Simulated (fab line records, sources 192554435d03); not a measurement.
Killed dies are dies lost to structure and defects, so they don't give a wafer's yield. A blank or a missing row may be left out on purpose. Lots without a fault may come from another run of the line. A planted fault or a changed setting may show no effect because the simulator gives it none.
A struck lot beside a sound one | flow n5_finfet | 24 steps out of a route of 1938
Sound: wafers L522.1, L522.3, L522.6. Struck: wafers L532.1, L532.2, L532.5. The cause comes at the end.
At each step with rows: each side's tool, then ch and its chambers, then its first start. Under that, the readings that differ: sound wafers | struck wafers | difference of the means | sigmas: that difference in standard deviations of wafers without a fault.
alike: readings whose means differ by less than 2 such deviations, and words and numbers that are the same on both sides. not compared: withheld readings, readings that some wafer has no value for, bounds like >300 that may hide the same value, and numbers for which the record gives no deviation and whose values overlap.
The two part at a step that has a row with sigmas, a row that says differs or no value, or rows on one side only. Numbers that don't overlap but have no deviation are shown without sigmas and don't part them. A reading that every wafer of one side lacks parts them only if that side has two wafers or more.

first, 9 steps without rows for these wafers: N5_MOL_CONTACT_COAG_SOFTBAKE_79 (time 60 s); N5_MOL_CONTACT_COAG_EXPOSE_81 (exposes mask VG, defocus 0 nm); N5_MOL_CONTACT_COAG_PEB_82 (peb time 60 s); N5_MOL_CONTACT_COAG_DEVELOP_83 (develop time 30 s); N5_MOL_CONTACT_COAG_DESCUM_88 (chemistry O2, time 7 s); N5_MOL_CONTACT_COAG_ETCH_89 (etches underlayer in N2/H2, target depth 13 nm, time 10.4 s); N5_MOL_CONTACT_COAG_ETCH_90 (etches SiARC in CF4, target depth 13 nm, time 21.7 s); N5_MOL_CONTACT_COAG_ALD_131 (deposits SiO2, target thk 5 nm, pulse time 1 s, co reactant pulse time 1 s); N5_MOL_CONTACT_COAG_ETCHBACK_132 (etches SiO2 in CHF3, target depth 10 nm, time 6.7 s).
N5_MOL_CONTACT_COAG_ETCH_91: etches SOC in N2/H2, target depth 60 nm, overetch 21 nm, time 101.2 s.
  sound on rie_diel-02 ch 0,2, day 5 21:55; struck on rie_diel-02 ch 0,2, day 8 09:37
  no value came back on the struck wafers for any of 7 readings (bias_w (W), chamber_pressure_mTorr (mTorr) and others); on the sound wafers bias_w (W) reads 149.9 150.1 150.0
  reading                                                  | sound   | struck         | difference | sigmas
  model.CAR-EUV_of_MOL_CONTACT_COAG_COAT_78.thk_nm (nm)    | 0 0 0   | 15.4 15.4 15.4 | +15.4      |
  model.underlayer_of_MOL_CONTACT_COAG_COAT_77.thk_nm (nm) | 0 0 0   | 10 10 10       | +10        |
  model.SiARC_of_MOL_CONTACT_COAG_COAT_76.thk_nm (nm)      | 6 5.8 6 | 10 10 10       | +4         |
  not compared: rf_hours_counter_h
then, 4 steps without rows for these wafers: N5_MOL_CONTACT_COAG_STRIP_92 (strips in N2/H2); N5_MOL_CONTACT_COAG_STRIP_93 (strips in N2/H2); N5_MOL_CONTACT_COAG_ETCHBACK_135 (etches SiO2 in CHF3, target depth 25 nm, time 16.7 s); N5_MOL_CONTACT_COAG_STRIP_118 (strips in CHF3).
N5_MOL_CONTACT_COAG_VIA_ETCH_46: etches SiO2 in C4F6/O2, target depth 46 nm, overetch 9.2 nm, time 40 s.
  sound on rie_diel-02 ch 0,2, day 5 22:02; struck on rie_diel-02 ch 0,2, day 8 09:44
  reading               | sound          | struck         | difference | sigmas
  oes_product_au (a.u.) | 0.75 0.80 0.75 | 0.32 0.31 0.32 | -0.45      | -8
  alike: C4F6_flow_sccm, O2_flow_sccm, chamber_pressure_mTorr, drypump_motor_current_A, rf_vpp_V, showerhead_plenum_p_Torr, throttle_valve_pct
  not compared: rf_hours_counter_h
then, 1 step without rows for these wafers: N5_MOL_CONTACT_COAG_STRIP_96 (strips in N2/H2).
N5_MOL_CONTACT_COAG_ETCH_47: etches SiNx in CH3F/O2, stops on W, target depth 27 nm.
  sound on rie_diel-02 ch 0,2, day 5 22:08; struck on rie_diel-02 ch 0,2, day 8 09:50
  reading                    | sound            | struck         | difference | sigmas
  etch_rf_on_time_s (s)      | 31.1 31.0 31.4   | 50.8 50.8 50.8 | +19.6      | +50
  oes_product_au (a.u.)      | 0.75 0.80 0.75   | 0.33 0.30 0.33 | -0.45      | -8
  model.etch.over_etch_s (s) | 5.183 5.16 5.237 | 0 0 0          | -5         |
  alike: CH3F_flow_sccm, O2_flow_sccm, chamber_pressure_mTorr, drypump_motor_current_A, rf_vpp_V, showerhead_plenum_p_Torr, throttle_valve_pct
  not compared: rf_hours_counter_h
then, 3 steps without rows for these wafers: N5_MOL_CONTACT_COAG_STRIP_119 (strips in N2/H2, time 30 s); N5_MOL_CONTACT_COAG_PRECLEAN_144 (cleans in alkaline clean, time 60 s); N5_MOL_CONTACT_COAG_SRD_145 (time 30 s).
N5_MOL_CONTACT_COAG_CD_MEAS_137: target cd 16 nm.
  sound on cd_sem-02, day 5 22:22; struck on cd_sem-01, day 8 10:04
  reading    | sound          | struck | difference                    | sigmas
  cd_nm (nm) | 16.3 16.2 15.9 | - - -  | no value on the struck wafers |
then, 1 step without rows for these wafers: N5_MOL_CONTACT_COAG_COAT_62 (time 60 s, resist thk 60 nm).
N5_BEOL_M4_RC_MEAS_101:
  the record has rows for the sound wafers here (prober-01 ch 0, day 8 09:23) and none for the struck ones
-- the record jumps here: 7 days lie between the struck wafers' starts before and after (it left off in module BEOL_M4 and takes up again in module PASSIVATION, whose first step shown is number 1936 of the route) --
N5_PASSIVATION_PROBE_49:
  the record has rows for the struck wafers here (prober-02, day 15 17:46) and none for the sound ones

WHERE THEY PART
First at N5_MOL_CONTACT_COAG_ETCH_91; last, within this record, at N5_PASSIVATION_PROBE_49.

WHY: what the simulator had put in
Skipped step whole: rie_diel-02, from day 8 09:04 on, at N5_MOL_CONTACT_COAG_ETCH_91. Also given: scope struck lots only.
